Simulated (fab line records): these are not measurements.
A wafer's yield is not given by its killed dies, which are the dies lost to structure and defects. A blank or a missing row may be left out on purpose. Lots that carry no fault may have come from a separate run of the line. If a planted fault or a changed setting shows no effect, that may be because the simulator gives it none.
fab line records	flow nandHarc
[record] lots = 14	wafers = 42	lastDay = 25
route steps=1159 shown P_M2@328
lots that met no fault: taken from a fault-free run of the same line
startH: the number of hours between the record's first day and the start of the first shown wafer of the lot	waitH: hours from the lot's prior step to this one	" same as the row above	L1.1+2: several wafers, shown together as one row	- no value, or no start was given	* or withheld: withheld	< > ~ a bound
route shown NAME@n: a module of which the file shows steps, and the number in the route of the first	usual: average and standard deviation across the fault-free wafers	same: alike in all rows	chamber/n: place in a boat	sites: per-site readings	_std_site: standard deviation of those values	_edge_site: the outer-site mean with the inner-site mean subtracted	radiusMm: for every site, how far away it sits from the centre of the wafer	mask NAME#n: copy n	behind: the most recent tool/chamber to have shaped the wafer	hold: why the lot was held/for how many hours/how that ended	device: the transistor (n, p or np) that didn't switch	end of line: tests of these same wafers at the route's end	where a step has no rows: the recipe by itself	killed: at the first sort, the dies lost to defects and structure; wafer yield is something else	map: the dies of a wafer, with x for killed, . for not killed, _ for no die there
set.NAME: setting as actually run; set.NAME@STEP: the setting as run at that earlier step	model.NAME: the simulator's own value behind a step, which no gauge read
steps of the route over a sample of lots; a table a step, a row a wafer
services: the hour from which a tool's chamber was out of use, counted from the record's first day as startH (under 0 if before that day), plus the number of hours and why
[[steps]]
[step NHARC_P_M2_CD_MEAS_09]
[recipe] targetCdNm = 170	landingEnergyEv = 500
[usual] cdNm = 170.2/0.6
lot.wafer	tool	chamber	startH	waitH	cdNm
L544.3	cdSem-03	0	137.97	-	170.3
L544.4	"	0	"	"	170.5
L544.5	"	0	"	"	170.5
L549.1	cdSem-02	0	160.53	-	170.7
L549.3	"	0	"	"	170.5
L549.4	"	0	"	"	169.3
L548.2	cdSem-02	0	162.20	-	169.9
L548.5	"	0	"	"	170.9
L548.6	"	0	"	"	169.8
L552.4	cdSem-02	0	187.23	-	170.2
L552.5	"	0	"	"	169.9
L552.6	"	0	"	"	169.9
L555.1	cdSem-01	0	207.76	-	169.8
L555.4	"	0	"	"	170.9
L555.5	"	0	"	"	170.6
L556.1	cdSem-01	0	209.83	-	171.4
L556.5	"	0	"	"	170.6
L556.6	"	0	"	"	170.6
L557.1	cdSem-02	0	225.62	-	170.3
L557.2	"	0	"	"	170.3
L557.5	"	0	"	"	170.3
L560.2	cdSem-03	0	229.16	-	170.4
L560.3	"	0	"	"	169.8
L560.6	"	0	"	"	169.8
L559.1	cdSem-02	0	229.89	-	169.4
L559.4	"	0	"	"	170.0
L559.6	"	0	"	"	170.4
L561.3	cdSem-02	0	235.14	-	170.3
L561.4	"	0	"	"	170.6
L561.6	"	0	"	"	169.9
L562.1	cdSem-03	0	242.85	-	170.0
L562.3	"	0	"	"	170.9
L562.4	"	0	"	"	170.9
L563.2	cdSem-01	0	248.90	-	170.1
L563.4	"	0	"	"	169.7
L563.5	"	0	"	"	169.7
L564.1	cdSem-01	0	250.23	-	169.1
L564.2	"	0	"	"	170.5
L564.5	"	0	"	"	170.0
L565.2	cdSem-03	0	262.83	-	170.8
L565.3	"	0	"	"	170.5
L565.5	"	0	"	"	171.1
[step NHARC_P_M2_OVL_MEAS_10]
[recipe] pitchNm = 340
[usual] overlayXNm = 0.0/0.68	overlayYNm = 0.2/0.95
lot.wafer	tool	chamber	startH	waitH	overlayXNm	overlayYNm
L544.3	overlay-02	-	138.05	-	-0.9	0.1
L544.4	"	-	"	"	0.1	0.4
L544.5	"	-	"	"	-0.9	0.1
L549.1	overlay-01	-	160.62	-	1.0	-0.1
L549.3	"	-	"	"	1.1	0.5
L549.4	"	-	"	"	0.8	0.4
L548.2	overlay-01	-	162.29	-	-0.4	1.1
L548.5	"	-	"	"	-0.2	1.1
L548.6	"	-	"	"	-0.4	1.3
L552.4	overlay-01	-	187.31	-	-0.4	-0.1
L552.5	"	-	"	"	0.0	-0.6
L552.6	"	-	"	"	0.2	0.0
L555.1	overlay-01	-	207.85	-	-0.5	-1.7
L555.4	"	-	"	"	-0.1	-1.1
L555.5	"	-	"	"	-0.1	-1.4
L556.1	overlay-02	-	209.92	-	0.6	1.9
L556.5	"	-	"	"	-0.1	1.2
L556.6	"	-	"	"	0.5	1.4
L557.1	overlay-02	-	225.71	-	0.0	-0.3
L557.2	"	-	"	"	-0.1	-0.2
L557.5	"	-	"	"	0.1	-0.4
L560.2	overlay-02	-	229.24	-	0.5	-0.8
L560.3	"	-	"	"	0.3	-0.5
L560.6	"	-	"	"	0.4	-0.4
L559.1	overlay-02	-	229.98	-	-0.9	2.3
L559.4	"	-	"	"	-1.8	1.9
L559.6	"	-	"	"	-1.1	1.8
L561.3	overlay-02	-	235.22	-	-0.2	-0.8
L561.4	"	-	"	"	0.3	-1.2
L561.6	"	-	"	"	0.2	-1.6
L562.1	overlay-01	-	242.94	-	-0.1	0.9
L562.3	"	-	"	"	0.4	0.6
L562.4	"	-	"	"	0.7	1.2
L563.2	overlay-02	-	248.98	-	-0.7	-1.1
L563.4	"	-	"	"	-1.3	-0.5
L563.5	"	-	"	"	-1.5	-1.0
L564.1	overlay-02	-	250.32	-	1.1	0.4
L564.2	"	-	"	"	0.5	0.6
L564.5	"	-	"	"	1.0	-0.2
L565.2	overlay-02	-	262.91	-	0.0	0.4
L565.3	"	-	"	"	-0.1	0.8
L565.5	"	-	"	"	0.6	0.9
[step NHARC_P_M2_DESCUM_14]
[recipe] timeS = 3	o2FlowSccm = 200	arFlowSccm = 0	biasPowerW = 0	chemistry = O2
[usual] drypumpMotorCurrentA = 5.8/0.33	oesProductAu = 1.007/0.0084	rfVppV = 58.0/0.88	showerheadPlenumPTorr = 1.97/0.065	throttleValvePct = 11.311/0.0088
lot.wafer	tool	chamber	startH	waitH	drypumpMotorCurrentA	oesProductAu	rfHoursCounterH	rfVppV	showerheadPlenumPTorr	throttleValvePct
L544.3	rieDiel-09	0	138.17	0.1	5.6	1.010	19	56.2	1.83	11.305
L544.4	"	1	"	"	5.2	0.991	19	59.7	2.02	11.321
L544.5	"	3	"	"	6.2	1.010	-	58.3	2.07	11.319
L549.4	rieDiel-13	1	160.72	0.1	6.2	1.008	2	57.5	1.99	11.314
L549.3	"	2	"	"	5.5	1.002	2	57.7	1.96	11.299
L549.1	"	3	"	"	5.7	1.001	2	58.7	2.05	11.309
L548.2	rieDiel-13	1	162.40	0.1	6.2	1.018	2	57.6	1.99	11.309
L548.5	"	3	"	"	5.6	1.002	-	57.1	2.05	11.313
L548.6	"	0	"	"	5.7	1.002	-	58.3	1.93	11.324
L552.5	rieDiel-10	2	187.44	0.1	6.7	0.988	-	58.9	2.03	11.299
L552.6	"	3	"	"	5.4	0.991	-	57.2	1.94	11.314
L552.4	"	1	"	"	5.7	0.985	-	57.5	1.79	11.318
L555.1	rieDiel-09	2	207.98	0.1	5.6	1.008	45	58.4	1.94	11.322
L555.4	"	0	"	"	5.6	1.014	42	56.6	1.82	11.304
L555.5	"	1	"	"	5.2	1.003	-	58.2	2.01	11.305
L556.1	rieDiel-13	2	210.03	0.1	5.5	1.006	3	58.0	1.96	11.319
L556.5	"	1	"	"	6.2	1.022	-	59.6	1.99	11.312
L556.6	"	2	"	"	5.5	1.008	-	56.8	1.96	11.320
L557.1	rieDiel-09	3	225.82	0.1	6.2	1.006	54	59.1	2.06	11.310
L557.2	"	2	"	"	5.6	1.014	54	58.2	1.94	11.319
L557.5	"	0	"	"	5.6	1.021	-	57.8	1.82	11.314
L560.2	rieDiel-13	2	229.39	0.1	5.5	1.019	4	58.0	1.96	11.306
L560.3	"	1	"	"	6.2	1.013	4	58.3	1.99	11.297
L560.6	"	3	"	"	5.6	1.001	-	58.5	2.05	11.323
L559.1	rieDiel-10	1	230.08	0.1	5.7	0.989	8	58.1	1.79	11.320
L559.4	"	0	"	"	5.7	1.012	12	59.7	2.05	11.308
L559.6	"	2	"	"	6.7	0.992	-	57.1	2.03	11.303
L561.3	rieDiel-13	3	235.34	0.1	5.6	1.012	4	58.3	2.05	11.308
L561.6	"	0	"	"	5.7	1.013	-	58.9	1.93	11.304
L561.4	"	3	"	"	5.6	1.000	-	59.2	2.05	11.316
L562.4	rieDiel-10	0	243.04	0.1	5.7	1.016	13	57.9	2.05	11.310
L562.3	"	1	"	"	5.7	0.997	9	59.5	1.79	11.312
L562.1	"	2	"	"	6.8	0.985	14	60.3	2.03	11.297
L563.2	rieDiel-13	0	249.08	0.1	5.7	1.014	5	58.4	1.93	11.322
L563.4	"	1	"	"	6.2	1.009	4	57.1	1.99	11.325
L563.5	"	0	"	"	5.7	1.010	-	56.9	1.93	11.299
L564.1	rieDiel-13	3	250.42	0.1	5.6	1.004	5	59.1	2.05	11.305
L564.2	"	1	"	"	6.2	1.006	5	59.4	1.99	11.326
L564.5	"	3	"	"	5.6	1.003	-	57.6	2.05	11.319
L565.2	rieDiel-13	2	263.02	0.1	5.5	1.006	5	56.5	1.96	11.313
L565.3	"	0	"	"	5.7	1.003	6	58.8	1.93	11.318
L565.5	"	1	"	"	6.2	1.007	-	56.7	1.99	11.301
[step NHARC_P_M2_ECD_22]
[recipe] targetThkA = 4000	bathTempC = 25	material = Cu
[usual] bathHeatDutyPct = 6.3/0.89	bathTempC = 24.99/0.092
lot.wafer	tool	chamber	startH	waitH	bathHeatDutyPct	bathTempC
L544.3	ecdCu-02	0	139.65	-	4.5	25.16
L544.4	"	1	"	"	7.7	24.96
L544.5	"	0	"	"	5.8	25.04
L549.1	ecdCu-02	1	162.16	-	-	-
L549.4	"	0	"	"	-	-
L549.3	"	1	"	"	-	-
L548.2	ecdCu-01	1	163.80	-	-	-
L548.6	"	1	"	"	-	-
L548.5	"	0	"	"	-	-
L552.4	ecdCu-01	1	189.22	-	7.4	24.95
L552.6	"	0	"	"	5.7	24.97
L552.5	"	1	"	"	7.9	25.10
L555.1	ecdCu-02	1	209.38	-	6.7	25.05
L555.4	"	1	"	"	6.8	25.01
L555.5	"	0	"	"	5.5	25.04
L556.1	ecdCu-02	0	211.45	-	6.1	24.84
L556.5	"	1	"	"	6.9	25.11
L556.6	"	0	"	"	5.0	25.07
L557.1	ecdCu-02	1	227.38	-	6.0	25.08
L557.2	"	0	"	"	4.4	25.11
L557.5	"	0	"	"	5.1	25.00
L560.2	ecdCu-01	1	231.70	-	6.8	25.01
L560.3	"	0	"	"	5.4	25.02
L560.6	"	1	"	"	7.3	25.03
L559.1	ecdCu-02	0	231.73	-	4.7	24.99
L559.4	"	0	"	"	6.2	24.77
L559.6	"	0	"	"	5.8	24.86
L561.4	ecdCu-01	1	236.92	-	6.9	25.05
L561.3	"	0	"	"	6.2	24.91
L561.6	"	0	"	"	5.9	25.04
L562.1	ecdCu-01	0	244.43	-	5.4	25.14
L562.3	"	0	"	"	5.6	24.94
L562.4	"	1	"	"	6.4	25.02
L563.2	ecdCu-01	1	250.47	-	7.1	24.97
L563.4	"	1	"	"	7.3	24.86
L563.5	"	0	"	"	5.5	24.79
L564.2	ecdCu-02	0	251.81	-	5.0	25.02
L564.1	"	1	"	"	6.8	25.16
L564.5	"	1	"	"	7.0	25.01
L565.2	ecdCu-02	1	264.40	-	7.8	25.20
L565.3	"	1	"	"	6.3	24.96
L565.5	"	0	"	"	6.2	25.08
[step NHARC_P_M2_CMP_23]
[recipe] tOverpolishS = 20	targetThkNm = 144.3
[usual] motorCurrentA = 11.3/1.3	padLifeWafers = 245/180	timeToEndpointS = 29.1/2.8
lot.wafer	tool	chamber	startH	waitH	motorCurrentA	padLifeWafers	timeToEndpointS
L544.3	cmp-02	0	140.28	-	10.7	612	24.5
L544.4	"	3	"	"	11.9	615	29.0
L544.5	"	0	"	"	11.4	-	30.8
L549.3	cmp-01	2	162.84	-	14.6	378	1.8
L549.4	"	0	"	"	12.7	380	0.0
L549.1	"	1	"	"	11.9	381	0.6
L548.2	cmp-02	1	164.61	-	10.2	81	2.5
L548.6	"	2	"	"	10.1	-	0.2
L548.5	"	3	"	"	11.8	-	0.0
L552.4	cmp-04	1	189.87	-	12.1	344	27.6
L552.6	"	3	"	"	12.4	-	30.8
L552.5	"	0	"	"	11.9	-	32.6
L555.4	cmp-02	0	210.10	-	10.5	282	32.2
L555.1	"	1	"	"	9.6	283	33.0
L555.5	"	1	"	"	9.8	-	32.2
L556.1	cmp-04	2	212.17	-	9.6	43	27.4
L556.5	"	1	"	"	12.5	-	27.6
L556.6	"	2	"	"	9.5	-	28.2
L557.2	cmp-02	3	228.24	-	11.9	372	29.5
L557.1	"	1	"	"	10.2	374	27.1
L557.5	"	3	"	"	12.3	-	28.2
L560.2	cmp-04	0	232.38	-	11.6	186	34.4
L560.3	"	2	"	"	9.4	188	30.9
L560.6	"	1	"	"	12.8	-	31.8
L559.4	cmp-02	0	232.45	-	11.0	409	29.9
L559.1	"	2	"	"	10.4	411	31.1
L559.6	"	0	"	"	10.9	-	33.8
L561.3	cmp-01	3	237.60	-	11.6	266	25.0
L561.4	"	0	"	"	12.5	267	26.5
L561.6	"	1	"	"	10.9	-	30.3
L562.4	cmp-04	3	245.14	-	11.8	252	31.2
L562.1	"	0	"	"	11.4	253	30.5
L562.3	"	2	"	"	9.3	255	30.4
L563.2	cmp-02	1	251.22	-	9.2	1	30.8
L563.4	"	2	"	"	10.4	2	28.9
L563.5	"	0	"	"	10.9	-	31.4
L564.2	cmp-04	3	252.59	-	12.2	302	32.9
L564.1	"	0	"	"	11.8	303	34.6
L564.5	"	2	"	"	9.8	-	31.5
L565.2	cmp-02	2	265.12	-	11.0	60	26.6
L565.3	"	1	"	"	10.4	63	29.4
L565.5	"	3	"	"	12.2	-	28.3
[step NHARC_P_M2_THK_MEAS_24]
[recipe] thkMeasGauge = xrf
[usual] thkNm = 144.4/1.4
lot.wafer	tool	chamber	startH	waitH	thkNm
L544.3	filmMetro-02	-	140.60	-	143.6
L544.4	"	-	"	"	146.8
L544.5	"	-	"	"	144.1
L549.1	filmMetro-02	-	163.15	-	28.6
L549.3	"	-	"	"	29.8
L549.4	"	-	"	"	31.7
L548.2	filmMetro-02	-	164.84	-	30.0
L548.5	"	-	"	"	29.7
L548.6	"	-	"	"	30.7
L552.4	filmMetro-02	-	190.14	-	147.0
L552.5	"	-	"	"	145.2
L552.6	"	-	"	"	144.8
L555.1	filmMetro-01	-	210.42	-	143.1
L555.4	"	-	"	"	144.1
L555.5	"	-	"	"	146.7
L556.1	filmMetro-02	-	212.46	-	145.4
L556.5	"	-	"	"	146.3
L556.6	"	-	"	"	143.8
L557.1	filmMetro-01	-	228.55	-	145.6
L557.2	"	-	"	"	143.7
L557.5	"	-	"	"	144.6
L560.2	filmMetro-01	-	232.69	-	145.3
L560.3	"	-	"	"	143.3
L560.6	"	-	"	"	145.3
L559.1	filmMetro-02	-	232.74	-	143.0
L559.4	"	-	"	"	145.2
L559.6	"	-	"	"	144.7
L561.3	filmMetro-02	-	237.86	-	141.4
L561.4	"	-	"	"	142.0
L561.6	"	-	"	"	143.4
L562.1	filmMetro-01	-	245.46	-	145.8
L562.3	"	-	"	"	147.3
L562.4	"	-	"	"	144.4
L563.2	filmMetro-02	-	251.51	-	145.5
L563.4	"	-	"	"	144.9
L563.5	"	-	"	"	144.6
L564.1	filmMetro-02	-	252.85	-	145.0
L564.2	"	-	"	"	146.0
L564.5	"	-	"	"	145.2
L565.2	filmMetro-01	-	265.44	-	145.5
L565.3	"	-	"	"	144.7
L565.5	"	-	"	"	145.2
[[services]]
tool	chamber	startH	hours	kind
cmp-02	-	123.36	1.9	repair
rieDiel-13	0	132.50	-	clean
rieDiel-13	1	132.50	-	clean
rieDiel-13	2	132.50	-	clean
cmp-04	-	135.52	11.2	repair
rieDiel-10	3	142.10	11.2	repair
cmp-02	-	148.61	4.0	pm
cmp-04	-	153.62	1.7	repair
cmp-04	-	172.87	2.7	repair
cmp-01	-	179.69	4.0	pm
ecdCu-02	-	180.00	8.0	pm
rieDiel-09	0	192.44	7.7	repair
rieDiel-13	1	193.98	6.8	repair
rieDiel-10	1	200.45	14.6	repair
rieDiel-13	-	202.31	1.1	repair
cmp-04	-	203.00	4.0	pm
rieDiel-10	3	205.37	8.3	repair
cmp-02	-	206.51	1.8	repair
cmp-02	-	222.68	1.0	repair
cmp-02	-	246.61	4.0	pm
rieDiel-09	-	254.25	9.0	pm
ecdCu-01	-	257.19	2.5	repair
cmp-02	-	259.41	3.2	repair
cmp-01	-	261.91	0.6	repair
[[key]]
[firstSign] step = NHARC_P_M2_ECD_22	reading = toolRecord	direction = missing
[effect] step = NHARC_P_M2_CMP_23	reading = timeToEndpointS	direction = down	sigmas = 10	usual = *	struck = *
[effect] step = NHARC_P_M2_THK_MEAS_24	reading = thkNm	direction = down	sigmas = 81	usual = 144.4	struck = 30.1
metAt NHARC_P_M2_ECD_22
struckLots L548,L549
laterRowsLeftOut L548.2,L548.5,L548.6,L549.1,L549.3,L549.4
sortLeftOut L548.2,L548.5,L548.6,L549.1,L549.3,L549.4
notActingAt NHARC_P_M2_CD_MEAS_09,NHARC_P_M2_OVL_MEAS_10,NHARC_P_M2_DESCUM_14
onsetBetween 139.65 162.16
[fault] kind = skippedStepWhole	tool = ecdCu-01,ecdCu-02	chamber = -	onsetH = 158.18	steps = NHARC_P_M2_ECD_22	scope = struckLotsOnly
// sortLeftOut: the simulated sort isn't trusted on such a fault, so these wafers' sort isn't shown, and their yield isn't known
// laterRowsLeftOut: the simulator's readings of these wafers behind a module that went badly wrong aren't trusted and aren't shown, but for the sort
